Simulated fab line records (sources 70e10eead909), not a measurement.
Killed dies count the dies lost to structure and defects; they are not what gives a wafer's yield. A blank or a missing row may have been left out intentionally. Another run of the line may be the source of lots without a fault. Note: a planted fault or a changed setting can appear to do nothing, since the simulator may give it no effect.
Comparing a struck lot with a sound one | flow nandHarc | 14 steps out of a route of 1302
Sound: these wafers, L470.1, L470.5, L470.6. Struck: wafer L487.3 (left out: L487.1, L487.2 of the same lot, which were not struck); the cause appears at the end.
Per side, at each step with rows, come the tool, then ch with its chambers, and then its first start. Under that, the readings that differ: sound wafers | struck wafers | difference of the means | sigmas: that difference in standard deviations of wafers without a fault.
alike: same words and numbers on both sides, and readings whose means sit less than 2 such deviations apart. not compared: any withheld reading, any reading some wafer has no value for, any bound like >300 that may hide the same value, and any number with overlapping values for which the record gives no deviation.
A row with sigmas, a row that says differs or no value, or rows on one side alone: a step with any of these is where the two part. When numbers do not overlap yet have no deviation, they are printed without sigmas and do not part them. A reading missing from all wafers of one side parts the sides only when that side holds two or more wafers.

first, 3 steps without rows for these wafers: NHARC_THIN_TSV_EXPOSE_09 (exposes mask TSV); NHARC_THIN_TSV_PEB_10 (peb time 85 s); NHARC_THIN_TSV_DEVELOP_11 (time 70 s).
NHARC_THIN_TSV_CD_MEAS_12 targets a cd of 1000 nm.
  sound on cdSem-03 ch 0, day 24 09:19; struck on cdSem-02 ch 0, day 31 09:16
  alike: cdNm
then, 2 steps without rows for these wafers: NHARC_THIN_TSV_HARDBAKE_13 (time 80 s); NHARC_THIN_TSV_DESCUM_14 (chemistry O2, time 3 s).
NHARC_THIN_TSV_ETCH_44: etches the open film in CF4/O2, target depth 1594.2 nm, time 797.1 s.
  sound on rieDiel-10 ch 0,1,3, day 24 09:40; struck on rieDiel-11 ch 1, day 31 09:31
reading             | sound             | struck | difference | sigmas
oesProductAu (a.u.) | 0.993 1.038 0.988 | 0.971  | -0.035     | -2
  alike: cf4FlowSccm, drypumpMotorCurrentA, rfVppV, showerheadPlenumPTorr, throttleValvePct
  not compared: rfHoursCounterH
NHARC_THIN_TSV_ETCH_15: target depth 3000 nm, bosch target overetch cycles 2, bosch etch step 2.8 s.
  sound on rieSi-03 ch 0,2,3, day 24 10:09; struck on rieSi-06 ch 1, day 31 10:05
  alike: drypumpMotorCurrentA
  not compared: rfHoursCounterH
NHARC_THIN_TSV_CD_MEAS_16:
  sound on cdSem-01, day 24 10:16; struck on cdSem-03, day 31 10:14
  alike: cdNm
NHARC_THIN_TSV_STRIP_45: strips in O2.
  sound on plasmaAsher-02 ch 0,1, day 24 10:24; struck on plasmaAsher-01 ch 1, day 31 10:18
reading          | sound | struck | difference                   | sigmas
rfReflPowerW (W) | - - - | 19.3   | no value on the sound wafers | 
  alike: drypumpMotorCurrentA, heaterPowerW
  not compared: rfHoursCounterH
then, 1 step without rows for these wafers: NHARC_THIN_TSV_STRIP_46 (strips in post etch residue remover, time 1200 s).
NHARC_THIN_TSV_DEP_47: deposits SiO2, target thk 200 nm.
  sound on pecvd-02 ch 0,1,2, day 24 11:14; struck on pecvd-04 ch 2, day 31 11:17
  alike: throttleValvePct
  not compared: sinceWetCleanH
NHARC_THIN_TSV_ETCHBACK_48: etches the open film in C4F8/Ar, target depth 1028.5 nm, time 405.17 s.
  sound on rieDiel-07 ch 0,2,3, day 24 11:37; struck on rieDiel-07 ch 0, day 31 11:43
reading        | sound             | struck | difference | sigmas
runLengthS (s) | 426.1 427.7 426.9 | 335.4  | -91.5      | -99 or more
  alike: oesProductAu, rfVppV
  not compared: rfHoursCounterH
NHARC_THIN_TSV_STRIP_62: strips in N2/H2, time 20 s.
  sound on plasmaAsher-01 ch 0,1, day 24 11:54; struck on plasmaAsher-02 ch 1, day 31 12:02
reading          | sound       | struck | difference                   | sigmas
heaterPowerW (W) | 334 333 324 | 294    | -36                          | -2
rfReflPowerW (W) | - - -       | 26.2   | no value on the sound wafers | 
  alike: drypumpMotorCurrentA
  not compared: rfHoursCounterH

WHERE THEY PART
First at NHARC_THIN_TSV_ETCH_44; last, within this record, at NHARC_THIN_TSV_STRIP_62.

WHY: the cause the simulator had injected
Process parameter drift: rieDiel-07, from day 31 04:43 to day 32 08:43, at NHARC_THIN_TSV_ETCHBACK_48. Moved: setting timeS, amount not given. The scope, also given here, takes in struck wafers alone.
